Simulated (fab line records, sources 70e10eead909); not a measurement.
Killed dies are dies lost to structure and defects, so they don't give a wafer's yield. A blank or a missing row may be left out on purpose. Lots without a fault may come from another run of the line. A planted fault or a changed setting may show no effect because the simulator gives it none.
Problem report in the 8D (eight disciplines) form, filled by code | flow nand_harc | the parts of the form that need people (team, actions taken, sign-off) are left out

1. THE PROBLEM
killed_at_periphery at NHARC_END_SORT_01 reads a mean of 612.0 on 1 wafer of 1 lot; wafers without a fault read 3.7 with a standard deviation of 2.9. That is +99 or more standard deviations from the usual mean.
First seen on wafer L182.5, day 30 16:08, on prober-02. The record holds 9 wafers of 3 lots with a number at this step. Rule for "out", or "out of limits": more than 4 standard deviations from the usual mean. The other wafers with a number count as sound.

2. WHAT IT IS AND WHAT IT IS NOT
question                    | is                               | is not
which readings at this step | killed_at_periphery, killed_dies | killed_at_array, killed_at_other, killed_open, killed_short
which lots                  | L182                             | L171, L177
which wafers of those lots  | L182.5                           | L182.1, L182.2
read on which gauges        | prober-02                        | prober-01
when                        | from day 30 16:08                | up to then (8 sound wafers)

3. SUSPECTS, AND WHAT RULES EACH OUT
Counting: a tool at a process step up to the reading stays a suspect if it ran every lot that is out. Sound lots after the first of them don't rule it out here, since some wafers of a struck lot are sound.
- the gauge at NHARC_END_SORT_01: kept. All the wafers that are out were read on prober-02, and no step on other tools shows them out.
- rie_diel-10 at NHARC_P_CONTACT_ETCH_36 (etches the open film in N2/H2, target depth 260 nm, time 406.25 s): kept. It ran the lot that is out, L182 (day 11 23:40); its last sound lot up to then is L171 (day 6 23:06). NHARC_P_CONTACT_ETCH_36 gives no start for some lots, so the hours and the order of its lots are those of NHARC_P_CONTACT_ALD_22.
- pvd_sputter-02 at NHARC_P_CONTACT_PVD_32 (deposits Ti, target thk 5 nm, time 17.7 s): kept. It ran the lot that is out, L182 (day 11 23:40); its last sound lot up to then is L171 (day 6 23:06). NHARC_P_CONTACT_PVD_32 gives no start for some lots, so the hours and the order of its lots are those of NHARC_P_CONTACT_ALD_22.
- ald_metal-04 at NHARC_P_CONTACT_ALD_22 (deposits TiN, target thk 3 nm, pulse time 1 s, ald cycles 150): kept. It ran the lot that is out, L182 (day 11 23:40); its last sound lot up to then is L177 (day 9 17:03).
- Within ald_metal-04 at NHARC_P_CONTACT_ALD_22: the wafers that are out ran in chamber 0; their sound lot-mates ran in chambers 1, 3.
Left after counting: rie_diel-10 at NHARC_P_CONTACT_ETCH_36, pvd_sputter-02 at NHARC_P_CONTACT_PVD_32, ald_metal-04 at NHARC_P_CONTACT_ALD_22, prober-02 at NHARC_END_SORT_01.

4. THE CAUSE (what the simulator had put in)
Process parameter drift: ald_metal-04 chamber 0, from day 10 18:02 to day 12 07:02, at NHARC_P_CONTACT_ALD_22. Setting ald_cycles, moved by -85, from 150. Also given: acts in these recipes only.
Counting left 4 suspects, and this tool is among them.

5. THE CHAIN OF EFFECTS, in route order
Each row: a reading whose mean over the struck wafers that have a number lies more than 3 standard deviations from the usual. Only readings for which the record gives a usual standard deviation are gone through. hours: the time from each lot's start at the first step in this table that gives one to its start at this step, as a median over the lots. sigmas: the change in usual standard deviations.
hours | step              | reading             | usual | on struck wafers | change | sigmas
0     | NHARC_END_SORT_01 | killed_at_periphery | 3.7   | 612.0            | +608.3 | +99 or more
0     | NHARC_END_SORT_01 | killed_dies         | 55    | 677              | +622   | +33

6. WHAT WOULD HAVE CAUGHT IT SOONER
In this record the first reading out of limits at a measuring or inspecting step was taken at day 30 16:08, 478 hours after the fault began at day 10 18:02.
Of the tool readings at NHARC_P_CONTACT_ALD_22 for which the record gives a usual standard deviation, none was out on any struck wafer, so an alarm limit of 4 standard deviations on them would not have fired.
All the lots that are out (1) had begun NHARC_P_CONTACT_ALD_22 on ald_metal-04 by day 30 16:08. A hold on the tool at that time would have spared none of them.
